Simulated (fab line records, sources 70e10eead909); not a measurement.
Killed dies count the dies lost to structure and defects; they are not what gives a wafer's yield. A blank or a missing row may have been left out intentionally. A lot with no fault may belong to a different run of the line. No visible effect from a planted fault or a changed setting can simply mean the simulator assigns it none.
Matching of chambers | flow nand-harc | NHARC_A_STAIRCASE_DEP_151 on pecvd-02 has 3 sister chambers
The step deposits SiO2, target thk 7200 nm. 14 wafers are shown with their chamber, then 7 later ones without.

== EACH WAFER AND ITS CHAMBER ==
wafer  | chamber | heater-power-w (W)
L078.1 | 2       | 727
L078.2 | 0       | 766
L078.4 | 0       | 619
L081.1 | 0       | 703
L081.3 | 2       | 750
L081.5 | 1       | 562
L084.4 | 1       | 566
L084.5 | 2       | 640
L084.6 | 0       | 619
L088.2 | 2       | 705
L088.4 | 2       | 654
L088.5 | 1       | 571
L091.2 | 1       | 578
L091.3 | 2       | 691

SIGNATURES (means of the wafers above)
reading        | chamber 0 | chamber 1 | chamber 2 | scatter within a chamber
heater-power-w | 676.75    | 569.25    | 694.50    | 47
Rule: distance of a wafer from a chamber = root of the sum over the readings of ((wafer's reading minus chamber's mean) / reading's scatter) squared. The wafer belongs to the nearest chamber; if the next one is less than 2 further off, it can't be placed. The scatter: the root of (the sum of the squares of (reading less its chamber's mean) over the shown wafers, divided by (wafers less chambers)).

== WAFERS WHOSE CHAMBER IS MISSING ==
wafer  | heater-power-w (W)
L091.4 | 565
L095.1 | 739
L095.2 | 576
L095.4 | 528
L097.1 | 605
L097.2 | 741
L097.5 | 626

== THE CHAMBER EACH PASSED THROUGH ==
wafer  | from the rows above          | in truth
L091.4 | 1                            | 1
L095.1 | can't be placed: 2 or 0      | 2
L095.2 | can't be placed: 1 or 0      | 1
L095.4 | 1                            | 1
L097.1 | can't be placed: 1 or 0 or 2 | 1
L097.2 | can't be placed: 2 or 0      | 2
L097.5 | can't be placed: 0 or 1 or 2 | 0
Placed correctly: 2 of 7. Can't be placed from these rows: 5 (the true chamber is among the candidates in 5). 0 placed wrongly.
